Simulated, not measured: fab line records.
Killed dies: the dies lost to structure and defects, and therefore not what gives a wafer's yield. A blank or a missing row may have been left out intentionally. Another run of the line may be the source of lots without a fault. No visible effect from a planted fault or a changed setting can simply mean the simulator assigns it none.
fab line records | flow n5_finfet | part 2 of 2: steps 19 to 25 of 25
[record] lots = 5 | wafers = 15 | last_day = 16
route steps=1938 shown BEOL_M4@1045
lots untouched by any fault: they come from a run of this same line in which no faults occurred
start_h: hours from the record's first day to the start of the lot's first wafer shown | wait_h: hours elapsed since this lot's preceding step | " identical to the entry in the row above | L1.1+2: one row covering several wafers at once | - no value, or no start was given | * or withheld: withheld | < > ~ a bound
route shown NAME@n: names a module that has steps shown in the file, with the first one's number in the route | usual: average and standard deviation across the fault-free wafers | same: alike in all rows | chamber/n: place in a boat | sites: per-site readings | _std_site: standard deviation of those values | _edge_site: inner sites' mean taken away from outer sites' mean | radius_mm: how far each site lies from the wafer's centre | mask NAME#n: copy n | behind: the last tool/chamber to shape the wafer | hold: what put the lot on hold/how long, in hours/how the hold closed | device: which transistor (n, p or np) failed to switch | end of line: at the end of the route, the tests of the same wafers | step lacking rows: just its recipe | killed: at the first sort, the dies lost to defects and structure; wafer yield is something else | map: shows each die of a wafer: x if killed, . if not, _ if none is there
set.NAME: the setting the step ran with; set.NAME@STEP: the setting that earlier step ran with | model.NAME: the simulator's own value behind a step, which no gauge read
certain route steps with their lots: each step a table, each wafer a row
services: a tool's chamber out of use, with start hour (start_h, from the record's first day; less than 0 if before it), hours out, and reason
[[steps]]
[step N5_BEOL_M4_ETCHBACK_99]
[recipe] chemistry = CHF3 | target = SiO2 | target_depth_a = 50 | time_s = 10.4 | source_w = 215 | bias_w = 47 | Ar_flow_sccm = 200 | CHF3_flow_sccm = 12 | ion_energy_ev = 100 | pressure_mtorr = 30
[usual] CHF3_flow_sccm = 12.00/0.035 | drypump_motor_current_A = 5.8/0.56 | oes_product_au = 0.79/0.087 | rf_vpp_V = 241.8/2.2 | showerhead_plenum_p_Torr = 2.14/0.067 | throttle_valve_pct = 17.07/0.27
lot.wafer | tool        | chamber | start_h | wait_h | CHF3_flow_sccm | drypump_motor_current_A | oes_product_au | rf_hours_counter_h | rf_vpp_V | showerhead_plenum_p_Torr | throttle_valve_pct
L083.3    | rie_diel-02 | 2       | 205.76  | 0.4    | 11.97          | 6.5                     | 0.81           | 92                 | 242.0    | 2.17                     | 17.20
L083.5    | "           | 0       | "       | "      | 12.03          | 5.3                     | 0.87           | -                  | 242.2    | 2.10                     | 16.56
L083.6    | "           | 3       | "       | "      | 11.95          | 5.1                     | 0.66           | -                  | 239.3    | 2.12                     | 17.57
L084.1    | rie_diel-04 | 3       | 210.39  | 3.0    | 12.06          | 6.0                     | 0.83           | 72                 | 244.5    | 2.27                     | 16.95
L084.2    | "           | 0       | "       | "      | 11.96          | 6.5                     | 0.99           | 0                  | 239.6    | 2.12                     | 16.85
L084.4    | "           | 3       | "       | "      | 11.99          | 6.0                     | 0.82           | -                  | 244.0    | 2.27                     | 16.94
L087.1    | rie_diel-02 | 2       | 242.25  | 2.7    | 12.00          | 6.5                     | 0.81           | 106                | 243.3    | 2.17                     | 17.24
L087.3    | "           | 1       | "       | "      | 12.01          | 5.5                     | 0.69           | 231                | 240.4    | 2.21                     | 17.31
L087.4    | "           | 3       | "       | "      | 12.00          | 5.1                     | 0.65           | 247                | 237.5    | 2.12                     | 17.61
L089.1    | rie_diel-02 | 1       | 258.22  | 1.1    | 12.09          | 5.5                     | 0.68           | 238                | 241.1    | 2.21                     | 17.35
L089.4    | "           | 0       | "       | "      | 11.98          | 5.2                     | 0.85           | -                  | 238.1    | 2.09                     | 16.59
L089.5    | "           | 2       | "       | "      | 12.02          | 6.5                     | 0.80           | -                  | 242.1    | 2.17                     | 17.25
L093.2    | rie_diel-06 | 2       | 275.25  | 1.6    | 11.96          | 5.9                     | 0.70           | 191                | 242.9    | 2.05                     | 17.01
L093.3    | "           | 1       | "       | "      | 11.95          | 5.7                     | 0.72           | 175                | 243.3    | 2.23                     | 17.45
L093.6    | "           | 0       | "       | "      | 12.01          | 6.8                     | 0.75           | -                  | 240.8    | 2.06                     | 16.79
[step N5_BEOL_M4_ETCH_70]
[recipe] chemistry = N2/H2 | target = SOC | target_depth_a = 800 | overetch_a = 240 | mask_material = SiARC | temp_c = 40 | time_s = 130 | ion_energy_ev = 200 | pressure_mtorr = 30 | source_w = 840 | bias_w = 150 | n2_flow_sccm = 200 | h2_flow_sccm = 200
[usual] drypump_motor_current_A = 5.8/0.56 | oes_product_au = 0.58/0.059 | rf_vpp_V = 523.5/2.2 | showerhead_plenum_p_Torr = 2.53/0.08 | throttle_valve_pct = 17.86/0.29
lot.wafer | tool        | chamber | start_h | wait_h | drypump_motor_current_A | oes_product_au | rf_hours_counter_h | rf_vpp_V | showerhead_plenum_p_Torr | throttle_valve_pct
L083.3    | rie_diel-02 | 2       | 205.80  | 0.0    | 6.5                     | 0.60           | 92                 | 523.6    | 2.57                     | 17.94
L083.5    | "           | 0       | "       | "      | 5.3                     | 0.63           | -                  | 522.2    | 2.49                     | 17.51
L083.6    | "           | 3       | "       | "      | 5.1                     | 0.49           | -                  | 523.7    | 2.52                     | 18.47
L084.1    | rie_diel-04 | 3       | 210.43  | 0.0    | 6.0                     | 0.61           | 72                 | 527.4    | 2.69                     | 17.72
L084.2    | "           | 0       | "       | "      | 6.5                     | 0.72           | 0                  | 521.7    | 2.49                     | 17.47
L084.4    | "           | 3       | "       | "      | 6.0                     | 0.60           | -                  | 527.1    | 2.69                     | 17.70
L087.1    | rie_diel-02 | 2       | 242.29  | 0.0    | 6.5                     | 0.59           | 106                | 525.0    | 2.56                     | 17.97
L087.3    | "           | 1       | "       | "      | 5.5                     | 0.51           | 231                | 525.9    | 2.62                     | 18.15
L087.4    | "           | 3       | "       | "      | 5.1                     | 0.49           | 247                | 522.7    | 2.51                     | 18.50
L089.1    | rie_diel-02 | 1       | 258.26  | 0.0    | 5.5                     | 0.51           | 238                | 524.7    | 2.62                     | 18.17
L089.4    | "           | 0       | "       | "      | 5.2                     | 0.61           | -                  | 522.8    | 2.48                     | 17.53
L089.5    | "           | 2       | "       | "      | 6.5                     | 0.59           | -                  | 524.4    | 2.56                     | 17.98
L093.2    | rie_diel-06 | 2       | 275.29  | 0.0    | 6.0                     | 0.52           | 191                | 520.7    | 2.42                     | 17.67
L093.3    | "           | 1       | "       | "      | 5.7                     | 0.53           | 175                | 525.8    | 2.64                     | 18.27
L093.6    | "           | 0       | "       | "      | 6.9                     | 0.55           | -                  | 522.2    | 2.44                     | 17.56
[step N5_BEOL_M4_STRIP_71]
[recipe] chemistry = N2/H2 | temp_c = 40 | n2_flow_sccm = 200 | h2_flow_sccm = 200 | rf_frequency_hz = 6e+07
lot.wafer  | tool        | chamber | start_h | wait_h
L083.3+5+6 | rie_diel-02 | 2,0,3   | 205.89  | 0.0
L084.1+2+4 | rie_diel-04 | 3,0,3   | 210.52  | 0.0
L087.1+3+4 | rie_diel-02 | 2,1,3   | 242.37  | 0.0
L089.1+4+5 | rie_diel-02 | 1,0,2   | 258.34  | 0.0
L093.2+3+6 | rie_diel-06 | 2,1,0   | 275.38  | 0.0
[step N5_BEOL_M4_STRIP_78]
[recipe] chemistry = N2/H2 | temp_c = 40 | n2_flow_sccm = 200 | h2_flow_sccm = 200 | rf_frequency_hz = 6e+07
lot.wafer  | tool        | chamber | start_h | wait_h
L083.3+5+6 | rie_diel-02 | 2,0,3   | 205.90  | 0.0
L084.1+2+4 | rie_diel-04 | 3,0,3   | 210.53  | 0.0
L087.1+3+4 | rie_diel-02 | 2,1,3   | 242.38  | 0.0
L089.1+4+5 | rie_diel-02 | 1,0,2   | 258.35  | 0.0
L093.2+3+6 | rie_diel-06 | 2,1,0   | 275.39  | 0.0
[step N5_BEOL_M4_VIA_ETCH_34]
[recipe] chemistry = C4F6/O2 | target_depth_a = 694 | mask_material = SOC | pressure_mtorr = 15 | ion_energy_ev = 250 | taper_deg = 4 | time_s = 65.9 | source_w = 350 | bias_w = 170 | Ar_flow_sccm = 300 | C4F6_flow_sccm = 10 | O2_flow_sccm = 10
[usual] drypump_motor_current_A = 5.8/0.56 | oes_product_au = 0.79/0.087 | rf_vpp_V = 669/5.8 | showerhead_plenum_p_Torr = 2.82/0.085 | throttle_valve_pct = 30.7/0.3
lot.wafer | tool        | chamber | start_h | wait_h | drypump_motor_current_A | oes_product_au | rf_hours_counter_h | rf_vpp_V | showerhead_plenum_p_Torr | throttle_valve_pct
L083.3    | rie_diel-02 | 2       | 205.91  | 0.0    | 6.5                     | 0.83           | 92                 | 671      | 2.87                     | 30.9
L083.5    | "           | 0       | "       | "      | 5.3                     | 0.88           | -                  | 662      | 2.77                     | 30.2
L083.6    | "           | 3       | "       | "      | 5.1                     | 0.66           | -                  | 659      | 2.80                     | 31.2
L084.1    | rie_diel-04 | 3       | 210.54  | 0.0    | 6.0                     | 0.83           | 72                 | 676      | 2.99                     | 30.6
L084.2    | "           | 0       | "       | "      | 6.5                     | 0.99           | 1                  | 661      | 2.81                     | 30.7
L084.4    | "           | 3       | "       | "      | 6.0                     | 0.82           | -                  | 678      | 2.99                     | 30.6
L087.1    | rie_diel-02 | 2       | 242.39  | 0.0    | 6.5                     | 0.81           | 106                | 668      | 2.86                     | 30.9
L087.3    | "           | 1       | "       | "      | 5.5                     | 0.69           | 232                | 670      | 2.92                     | 30.9
L087.4    | "           | 3       | "       | "      | 5.1                     | 0.64           | 247                | 658      | 2.80                     | 31.2
L089.1    | rie_diel-02 | 1       | 258.36  | 0.0    | 5.5                     | 0.69           | 238                | 669      | 2.91                     | 30.9
L089.4    | "           | 0       | "       | "      | 5.2                     | 0.86           | -                  | 661      | 2.76                     | 30.3
L089.5    | "           | 2       | "       | "      | 6.5                     | 0.80           | -                  | 669      | 2.86                     | 30.9
L093.2    | rie_diel-06 | 2       | 275.40  | 0.0    | 5.9                     | 0.70           | 191                | 672      | 2.72                     | 30.5
L093.3    | "           | 1       | "       | "      | 5.7                     | 0.71           | 175                | 673      | 2.94                     | 31.1
L093.6    | "           | 0       | "       | "      | 6.8                     | 0.75           | -                  | 667      | 2.72                     | 30.2
[step N5_BEOL_M4_STRIP_83]
[recipe] chemistry = C4F6/O2 | resist = SiARC | rf_frequency_hz = 6e+07
lot.wafer  | tool        | chamber | start_h | wait_h
L083.3+5+6 | rie_diel-02 | 2,0,3   | 205.96  | 0.0
L084.1+2+4 | rie_diel-04 | 3,0,3   | 210.59  | 0.0
L087.1+3+4 | rie_diel-02 | 2,1,3   | 242.44  | 0.0
L089.1+4+5 | rie_diel-02 | 1,0,2   | 258.42  | 0.0
L093.2+3+6 | rie_diel-06 | 2,1,0   | 275.45  | 0.0
[step N5_BEOL_M4_STRIP_36]
[recipe] chemistry = N2/H2 | power_w = 450 | temp_c = 40 | pressure_mtorr = 20 | rf_frequency_hz = 6e+07 | overash_fraction = 0.3 | bias_power_w = 7 | h2_frac = 0.5 | n2_flow_sccm = 200 | h2_flow_sccm = 200
[usual] drypump_motor_current_A = 5.8/0.56 | oes_product_au = 0.79/0.085 | rf_vpp_V = 59.3/1.2 | showerhead_plenum_p_Torr = 2.53/0.08 | throttle_valve_pct = 23.7/0.33
lot.wafer | tool        | chamber | start_h | wait_h | drypump_motor_current_A | oes_product_au | rf_hours_counter_h | rf_vpp_V | showerhead_plenum_p_Torr | throttle_valve_pct
L083.3    | rie_diel-02 | 2       | 205.97  | 0.0    | 6.5                     | 0.82           | 92                 | 59.4     | 2.57                     | 23.8
L083.5    | "           | 0       | "       | "      | 5.2                     | 0.88           | -                  | 60.3     | 2.49                     | 23.5
L083.6    | "           | 3       | "       | "      | 5.1                     | 0.66           | -                  | 61.1     | 2.51                     | 24.4
L084.1    | rie_diel-04 | 3       | 210.60  | 0.0    | 6.0                     | 0.84           | 72                 | 58.1     | 2.68                     | 23.6
L084.2    | "           | 0       | "       | "      | 6.5                     | 0.99           | 1                  | 59.6     | 2.49                     | 23.3
L084.4    | "           | 3       | "       | "      | 6.0                     | 0.83           | -                  | 58.8     | 2.68                     | 23.6
L087.1    | rie_diel-02 | 2       | 242.45  | 0.0    | 6.5                     | 0.83           | 106                | 58.2     | 2.56                     | 23.8
L087.3    | "           | 1       | "       | "      | 5.5                     | 0.70           | 232                | 60.2     | 2.62                     | 24.0
L087.4    | "           | 3       | "       | "      | 5.1                     | 0.66           | 247                | 58.6     | 2.51                     | 24.4
L089.1    | rie_diel-02 | 1       | 258.43  | 0.0    | 5.5                     | 0.69           | 238                | 59.7     | 2.62                     | 24.0
L089.4    | "           | 0       | "       | "      | 5.3                     | 0.85           | -                  | 59.1     | 2.48                     | 23.5
L089.5    | "           | 2       | "       | "      | 6.5                     | 0.80           | -                  | 57.8     | 2.56                     | 23.8
L093.2    | rie_diel-06 | 2       | 275.46  | 0.0    | 5.9                     | 0.71           | 191                | 57.9     | 2.42                     | 23.4
L093.3    | "           | 1       | "       | "      | 5.7                     | 0.72           | 175                | 59.8     | 2.64                     | 24.2
L093.6    | "           | 0       | "       | "      | 6.8                     | 0.75           | -                  | 60.7     | 2.44                     | 23.3
[[services]]
tool           | chamber | start_h | hours | kind
rie_diel-02    | -       | 187.98  | 14.6  | pm
euv_scanner-01 | -       | 188.38  | 1.0   | pm
euv_scanner-02 | -       | 190.35  | 4.6   | pm
rie_diel-04    | 0       | 191.11  | -     | clean
rie_diel-04    | 0       | 191.11  | -     | consumable_replace:focus_ring
rie_diel-04    | 0       | 191.11  | 17.0  | scheduled_down
rie_diel-04    | 0       | 191.11  | 17.0  | vent_cycle
euv_scanner-01 | -       | 198.58  | 4.6   | pm
euv_scanner-02 | -       | 203.98  | 1.0   | pm
rie_diel-04    | 1       | 209.25  | 5.5   | repair
ald_sin-02     | 2       | 229.60  | 3.7   | repair
ald_sin-01     | 2       | 233.47  | 5.1   | repair
rie_diel-04    | 0       | 234.06  | 1.5   | repair
ald_sin-03     | 2       | 235.43  | 3.2   | repair
ald_sin-01     | 1       | 237.89  | 16.2  | repair
ald_sin-03     | 1       | 241.41  | 2.0   | repair
euv_scanner-01 | -       | 244.53  | 1.0   | pm
rie_diel-02    | 3       | 252.44  | -     | clean
rie_diel-02    | 3       | 252.44  | -     | consumable_replace:focus_ring
rie_diel-02    | 3       | 252.44  | 23.4  | scheduled_down
rie_diel-02    | 3       | 252.44  | 23.4  | vent_cycle
euv_scanner-02 | -       | 260.13  | 1.0   | pm
ald_sin-01     | 3       | 263.68  | 17.2  | repair
ald_sin-03     | -       | 268.90  | 14.0  | pm
